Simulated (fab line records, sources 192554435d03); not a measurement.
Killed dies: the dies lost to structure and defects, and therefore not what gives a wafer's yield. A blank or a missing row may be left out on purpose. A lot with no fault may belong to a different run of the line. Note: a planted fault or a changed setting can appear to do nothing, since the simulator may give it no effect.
Matching of chambers + flow n5Finfet + 4 sister chambers for N5_BEOL_M0_SAQP_DESCUM_19 on rieDiel-04
The step chemistry O2, time 7.9 s. 8 wafers are shown with their chamber, then 7 later ones without.

== WAFERS PAIRED WITH THEIR CHAMBERS ==
| wafer  | chamber | throttleValvePct (%) | showerheadPlenumPTorr (Torr) |
|--------|---------|----------------------|------------------------------|
| L075.3 | 1       | 20.19                | 2.16                         |
| L075.4 | 0       | 20.61                | 2.15                         |
| L080.1 | 0       | 20.64                | 2.15                         |
| L082.1 | 3       | 19.97                | 2.13                         |
| L082.2 | 2       | 20.22                | 2.23                         |
| L082.4 | 1       | 20.21                | 2.15                         |
| L086.1 | 3       | 19.98                | 2.13                         |
| L086.4 | 2       | 20.23                | 2.22                         |

== WAFERS MISSING THEIR CHAMBER ==
| wafer  | throttleValvePct (%) | showerheadPlenumPTorr (Torr) |
|--------|----------------------|------------------------------|
| L086.5 | 20.66                | 2.14                         |
| L089.2 | 20.25                | 2.22                         |
| L089.4 | 20.68                | 2.14                         |
| L089.5 | 19.99                | 2.12                         |
| L093.4 | 19.88                | 2.15                         |
| L093.5 | 20.26                | 2.22                         |
| L093.6 | 20.00                | 2.12                         |

== EACH ONE'S CHAMBER ==
| wafer  | from the rows above | in truth                   |
|--------|---------------------|----------------------------|
| L086.5 | 0                   | 0                          |
| L089.2 | 2                   | 2                          |
| L089.4 | 0                   | 0                          |
| L089.5 | 3                   | 3                          |
| L093.4 | 3                   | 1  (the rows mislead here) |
| L093.5 | 2                   | 2                          |
| L093.6 | 3                   | 3                          |
6 of 7 placed correctly. Not placeable from these rows: 0. Placed wrongly: 1.
How it was worked out, from the rows above alone: a wafer's distance from a chamber is the root of the sum, over the readings, of the square of ((its reading less the chamber's mean) divided by the reading's scatter). If the next closest chamber is less than 2 further off than the closest, the wafer can't be placed; otherwise it belongs to the closest. For every chamber, the mean is computed from those of its wafers that are shown. The scatter: take each reading less its chamber's mean, square it, sum over the shown wafers, divide by the number of wafers less the number of chambers, and take the root.
